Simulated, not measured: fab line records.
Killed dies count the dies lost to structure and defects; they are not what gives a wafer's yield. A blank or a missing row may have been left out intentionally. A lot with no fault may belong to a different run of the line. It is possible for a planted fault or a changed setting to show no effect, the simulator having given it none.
Which tool did it?    flow n5 finfet    12 lots (36 wafers sampled), 1 step of a 1938-step route

## WHAT THE GAUGES READ, wafer by wafer
N5_BEOL_M10_CD_MEAS_11: the cd target is 64.1 nm.
lot   measured      on         cd nm (nm)
L076  day 9 23:24   cd sem-01  63.0 64.0 64.1
L077  day 10 11:22  cd sem-03  63.5 63.4 63.1
L079  day 11 02:00  cd sem-02  63.8 63.5 62.5
L080  day 11 16:56  cd sem-01  62.3 63.0 63.4
L083  day 12 06:14  cd sem-02  63.0 63.6 63.8
L086  day 12 19:32  cd sem-01  62.9 63.7 62.8
L085  day 13 02:47  cd sem-02  64.1 62.8 62.9
L089  day 13 12:07  cd sem-01  64.0 63.7 62.8
L093  day 14 18:38  cd sem-03  64.1 64.8 63.3
L092  day 15 01:29  cd sem-02  63.4 62.8 64.1
L096  day 15 17:37  cd sem-02  64.6 63.5 64.3
L097  day 16 03:28  cd sem-03  63.2 64.2 63.8

## EACH LOT AND THE TOOL THAT RAN IT (in order: tool; ch and the chambers of the sampled wafers; start)
Before these readings, the record contains no process step.

## THE ANSWER, worked out from the rows above alone
Rule: the lots themselves supply what counts as usual. The widest of any qualifying gaps counts: lots, ordered by their means at a reading, are off when they make up no more than a third of the lots, leave a main group of 4 or more, and stand apart from it by 3 or more times the standard deviation of that group's means. A main group is skipped when, at the precision printed for the reading in the tables above, its means are all equal. Also off: a lot with no number at a reading for which 4 or more lots have one. Where the step has rows for the other lots, those lots are counted as sound.
Nothing can be told from this: no lot is off at any reading shown.

## WHAT WAS PUT IN BY THE SIMULATOR
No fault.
